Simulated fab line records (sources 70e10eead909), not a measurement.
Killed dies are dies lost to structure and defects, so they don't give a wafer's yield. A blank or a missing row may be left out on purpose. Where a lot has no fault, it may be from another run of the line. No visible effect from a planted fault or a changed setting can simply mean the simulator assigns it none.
Which tool was responsible? | flow nandHarc | 15 lots with 44 wafers sampled at 5 steps, on a route of 1302 steps

WHAT THE GAUGES READ, wafer by wafer
NHARC_A_CHANNEL_FILL_D1_INSPECT_13.
lot  | measured     | on               | rawDefectCount
L202 | day 10 16:40 | defectInspect-02 | 375 238 485
L204 | day 11 22:44 | defectInspect-01 | 249 176 288
L205 | day 12 04:25 | defectInspect-02 | 286 263 280
L206 | day 12 04:25 | defectInspect-01 | 340 507 621
L207 | day 12 19:14 | defectInspect-02 | 242 253 189
L208 | day 13 05:45 | defectInspect-02 | 221 424 377
L210 | day 14 06:34 | defectInspect-01 | 394 277 556
L211 | day 15 02:17 | defectInspect-01 | 325 329 286
L213 | day 15 09:54 | defectInspect-01 | 241 365 326
L214 | day 15 18:05 | defectInspect-01 | 168 173 191
L220 | day 18 03:46 | defectInspect-01 | 292 253 254
L221 | day 18 12:29 | defectInspect-01 | 381 314
L222 | day 19 03:22 | defectInspect-02 | 417 324 380
L223 | day 19 21:55 | defectInspect-01 | 426 173 92
L224 | day 19 21:56 | defectInspect-02 | 296 415 254

NHARC_A_DECK1_JOINT_THK_MEAS_17: measures by ellipsometry.
lot  | measured     | on           | thkNm (nm)
L202 | day 12 05:26 | filmMetro-02 | 47.1 46.2 46.0
L204 | day 13 06:03 | filmMetro-01 | 46.2 43.7 45.1
L205 | day 13 20:43 | filmMetro-02 | 44.1 43.1 46.2
L206 | day 13 20:44 | filmMetro-01 | 47.5 46.5 46.5
L207 | day 14 04:29 | filmMetro-02 | 43.4 44.5 45.0
L208 | day 14 19:30 | filmMetro-02 | 45.8 46.1 44.3
L210 | day 15 16:43 | filmMetro-02 | 46.1 44.6 43.2
L211 | day 16 13:35 | filmMetro-01 | 45.3 47.4 45.9
L213 | day 16 23:39 | filmMetro-01 | 43.5 43.9 45.1
L214 | day 17 06:26 | filmMetro-02 | 43.3 43.6 45.2
L220 | day 19 19:38 | filmMetro-02 | 44.7 44.2 47.4
L221 | day 20 05:35 | filmMetro-01 | 46.7 45.0
L222 | day 20 11:40 | filmMetro-02 | 45.6 44.5 45.7
L223 | day 21 06:29 | filmMetro-01 | 43.6 45.6 47.2
L224 | day 21 06:29 | filmMetro-02 | 42.9 44.3 47.3

NHARC_A_ONON_D2_THK_MEAS_08: measures by ellipsometry.
lot  | measured     | on           | thkNm (nm)
L202 | day 12 07:11 | filmMetro-02 | 998 998 996
L204 | day 13 07:48 | filmMetro-01 | 982 983 981
L205 | day 13 22:28 | filmMetro-02 | 996 996 998
L206 | day 13 22:28 | filmMetro-01 | 1001 1002 1003
L207 | day 14 06:14 | filmMetro-02 | 995 994 995
L208 | day 14 21:14 | filmMetro-02 | 990 991 990
L210 | day 15 18:28 | filmMetro-02 | 1021 1021 1019
L211 | day 16 15:20 | filmMetro-01 | 1016 1014 1017
L213 | day 17 01:24 | filmMetro-01 | 1002 1000 1000
L214 | day 17 08:13 | filmMetro-02 | 991 989 989
L220 | day 19 21:23 | filmMetro-01 | 343 1003 342
L221 | day 20 07:20 | filmMetro-02 | 989 327
L222 | day 20 13:24 | filmMetro-01 | 1003 1003 345
L223 | day 21 08:14 | filmMetro-02 | 1008 1007 1009
L224 | day 21 08:14 | filmMetro-01 | 1012 1013 1014

NHARC_END_SORT_01.
lot  | measured     | on        | killedAtArray | killedAtOther | killedAtPeriphery | killedDies | killedOpen | killedShort
L220 | day 31 19:13 | prober-01 | 672 62 675    | 1 0 0         | 4 4 2             | 677 66 677 | 3 5 0      | 1 3 2
L221 | day 31 18:24 | prober-02 | 44 665        | 2 2           | 6 10              | 52 677     | 4 2        | 1 0
L222 | day 32 02:09 | prober-01 | 52 73 676     | 1 0 0         | 3 1 1             | 56 74 677  | 3 4 3      | 1 3 0

WHICH TOOL RAN EACH LOT (tool, then ch and the chambers of the sampled wafers, then the start)
lot  | NHARC_A_ONON_D2_DEP_06
L202 | pecvdOnon-02 ch 0, day 12 06:47
L204 | pecvdOnon-01 ch 0, day 13 07:17
L205 | pecvdOnon-01 ch 0, day 13 21:56
L206 | pecvdOnon-04 ch 0, day 13 22:01
L207 | pecvdOnon-01 ch 0, day 14 05:47
L208 | pecvdOnon-02 ch 0, day 14 20:55
L210 | pecvdOnon-02 ch 0, day 15 18:08
L211 | pecvdOnon-04 ch 0, day 16 14:56
L213 | pecvdOnon-01 ch 0, day 17 00:53
L214 | pecvdOnon-04 ch 0, day 17 07:40
L220 | pecvdOnon-04 ch 0, day 19 20:56
L221 | pecvdOnon-04 ch 0, day 20 06:50
L222 | pecvdOnon-04 ch 0, day 20 12:53
L223 | pecvdOnon-01 ch 0, day 21 07:47
L224 | pecvdOnon-02 ch 0, day 21 07:43
- NHARC_A_ONON_D2_DEP_06: target thk 1000 nm.

WHAT THE TOOLS THEMSELVES READ (means of the sampled wafers that have a number; where no wafer has one, the mark that the record gives instead)
NHARC_A_ONON_D2_DEP_06.
lot  | tool         | n2oFlowSccm (sccm)
L202 | pecvdOnon-02 | 1993
L204 | pecvdOnon-01 | 2002
L205 | pecvdOnon-01 | 2000
L206 | pecvdOnon-04 | 1996
L207 | pecvdOnon-01 | 1989
L208 | pecvdOnon-02 | 1999
L210 | pecvdOnon-02 | 1995
L211 | pecvdOnon-04 | 2001
L213 | pecvdOnon-01 | 2006
L214 | pecvdOnon-04 | 1995
L220 | pecvdOnon-04 | 2005
L221 | pecvdOnon-04 | 2003
L222 | pecvdOnon-04 | 1997
L223 | pecvdOnon-01 | 2005
L224 | pecvdOnon-02 | 1992

THE ANSWER, worked out from the rows above alone
Rule: the lots themselves supply what counts as usual. The widest of any qualifying gaps counts: lots, ordered by their means at a reading, are off when they make up no more than a third of the lots, leave a main group of 4 or more, and stand apart from it by 3 or more times the standard deviation of that group's means. If all means in a main group match to the digits the tables above print for the reading, that group is not used. A lot without any number at a reading at which 4 lots or more have one is off too. All remaining lots with rows at the step are treated as sound. The gauges are gone through in route order, then the tools' own readings, and for those a lot's mean is taken as printed above. At the first step where some lot is off, the reading lying furthest off is the one used; lots without a number count as furthest.
Off: L220, L221, L222, at NHARC_A_ONON_D2_THK_MEAS_08 (thkNm). Main group: mean 1001 nm, sd 11.
A tool fits if, at a process step before that reading, it ran every lot that is off, and no sound lot after the first of them. Those tools and the gauges at NHARC_A_ONON_D2_THK_MEAS_08 are tried in the same way. One fits: NHARC_A_ONON_D2_DEP_06 on pecvdOnon-04. A fault onset in the window from L214 (day 17 07:40, its last sound lot) to L220 (day 19 20:56, its first lot off) fits.

WHAT THE SIMULATOR HAD INSERTED
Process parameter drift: pecvdOnon-04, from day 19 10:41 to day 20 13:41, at NHARC_A_ONON_D2_DEP_06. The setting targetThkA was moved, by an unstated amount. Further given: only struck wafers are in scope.
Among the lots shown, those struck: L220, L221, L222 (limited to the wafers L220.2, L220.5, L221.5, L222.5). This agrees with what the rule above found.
